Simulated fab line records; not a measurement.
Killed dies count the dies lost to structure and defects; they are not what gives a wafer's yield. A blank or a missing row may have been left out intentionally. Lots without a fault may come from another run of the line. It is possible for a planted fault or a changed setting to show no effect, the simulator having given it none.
Chamber matching -- flow nand-harc -- 3 sister chambers for NHARC_A_M1_PRE_CLEAN_32 on pecvd-04
The step time 12 s. 6 wafers are shown with their chamber, then 12 later ones without.

== WAFERS WITH THEIR CHAMBER ==
wafer,chamber,heater-power-w (W),rf-fwd-power-W (W)
L085.2,1,628,294.1
L088.4,2,498,292.3
L088.5,0,531,292.8
L091.4,2,565,292.2
L091.5,1,645,292.2
L091.6,0,598,293.3

== WAFERS WITH NO CHAMBER GIVEN ==
wafer,heater-power-w (W),rf-fwd-power-W (W)
L092.3,569,293.4
L092.4,630,293.6
L092.6,590,293.4
L093.1,636,293.9
L093.3,555,292.8
L093.4,566,292.4
L094.4,513,292.5
L094.5,505,291.8
L094.6,604,292.2
L097.1,600,292.7
L097.3,545,292.9
L097.6,548,292.5

== WHICH CHAMBER EACH WENT THROUGH ==
wafer,from the rows above,in truth
L092.3,can't be placed: 0 or 2 or 1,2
L092.4,can't be placed: 1 or 0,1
L092.6,can't be placed: 0 or 1 or 2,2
L093.1,can't be placed: 1 or 0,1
L093.3,can't be placed: 0 or 2 or 1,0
L093.4,can't be placed: 0 or 2 or 1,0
L094.4,can't be placed: 2 or 0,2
L094.5,can't be placed: 2 or 0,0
L094.6,can't be placed: 1 or 0 or 2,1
L097.1,can't be placed: 0 or 1 or 2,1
L097.3,can't be placed: 0 or 2 or 1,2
L097.6,can't be placed: 2 or 0 or 1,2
Correct placement for 0 of the 12. Cannot be placed on the basis of these rows: 12; the candidates contain the true chamber in 12. Number placed wrongly: 0.
How it was worked out, from the rows above alone: a wafer's distance from a chamber is the root of the sum, over the readings, of the square of ((its reading less the chamber's mean) divided by the reading's scatter). If the next closest chamber is less than 2 further off than the closest, the wafer can't be placed; otherwise it belongs to the closest. The mean given for a chamber averages the wafers shown for that chamber. The scatter is the square root of a quotient: the sum, over the shown wafers, of each reading's squared deviation from its chamber's mean, divided by wafers minus chambers.
